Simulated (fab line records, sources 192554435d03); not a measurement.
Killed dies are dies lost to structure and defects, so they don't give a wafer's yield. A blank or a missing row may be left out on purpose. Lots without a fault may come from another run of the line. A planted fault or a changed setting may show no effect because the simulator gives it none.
Which tool did it? | flow n5_finfet | 24 lots, 72 wafers sampled, at 1 step of a route of 1938

WHAT THE GAUGES READ, wafer by wafer
N5_BEOL_M14_OVL_MEAS_11. Usual: V13_OVL 2 nm, standard deviation 5.2.
lot  | measured     | on         | V13_OVL (nm) | flag
L074 | day 10 13:38 | overlay-02 | 3 -4 -3      |
L076 | day 11 06:11 | overlay-02 | -4 4 -8      |
L075 | day 11 06:35 | overlay-02 | 5 13 13      |
L079 | day 11 14:27 | overlay-01 | 7 -13 6      |
L077 | day 11 14:49 | overlay-01 | 4 7 9        |
L078 | day 11 16:25 | overlay-02 | 10 8 5       |
L081 | day 12 08:26 | overlay-01 | 1 4 6        |
L080 | day 12 15:58 | overlay-01 | 6 8 5        |
L082 | day 12 21:58 | overlay-01 | 4 8 3        |
L084 | day 13 14:04 | overlay-01 | 8 6 10       |
L083 | day 13 15:07 | overlay-01 | 5 4 5        |
L085 | day 13 19:24 | overlay-01 | 6 1 6        |
L086 | day 13 19:28 | overlay-02 | 1 -1 -1      |
L088 | day 14 15:07 | overlay-01 | -7 -3 1      |
L087 | day 14 15:23 | overlay-01 | -3 -5 -9     |
L089 | day 15 04:24 | overlay-01 | 4 4 3        |
L091 | day 15 04:50 | overlay-01 | 6 8 15       |
L093 | day 15 05:40 | overlay-02 | 5 4 -10      |
L090 | day 15 10:38 | overlay-01 | 2 4 6        |
L092 | day 15 13:07 | overlay-01 | -6 -2 3      |
L094 | day 16 02:45 | overlay-01 | -2 -3 -5     |
L096 | day 16 10:03 | overlay-01 | -5 6 1       |
L095 | day 16 11:11 | overlay-02 | -1 -2 1      |
L097 | day 16 17:07 | overlay-02 | 9 2 2        |

WHICH TOOL RAN EACH LOT (tool, then ch and the chambers of the sampled wafers, then the start)
The record holds no process step before these readings.

WHAT THE TOOLS THEMSELVES READ (means of the sampled wafers that have a number; where no wafer has one, the mark that the record gives instead)
The record holds no such reading with a usual standard deviation.

THE ANSWER, worked out from the rows above alone
Rule: a lot is off if the mean of its wafers that have a number lies more than 3 standard deviations from the usual mean. A lot without any number at a reading at which 4 lots or more have one is off too. The other lots that the step has rows for count as sound. The gauges are gone through in route order, then the tools' own readings, and for those a lot's mean is taken as printed above. The first step at which some lot is off is used, and at that step the reading that is off furthest; a lot without a number counts as furthest.
No lot is off at any reading shown: from this, nothing can be told.

WHAT THE SIMULATOR HAD PUT IN
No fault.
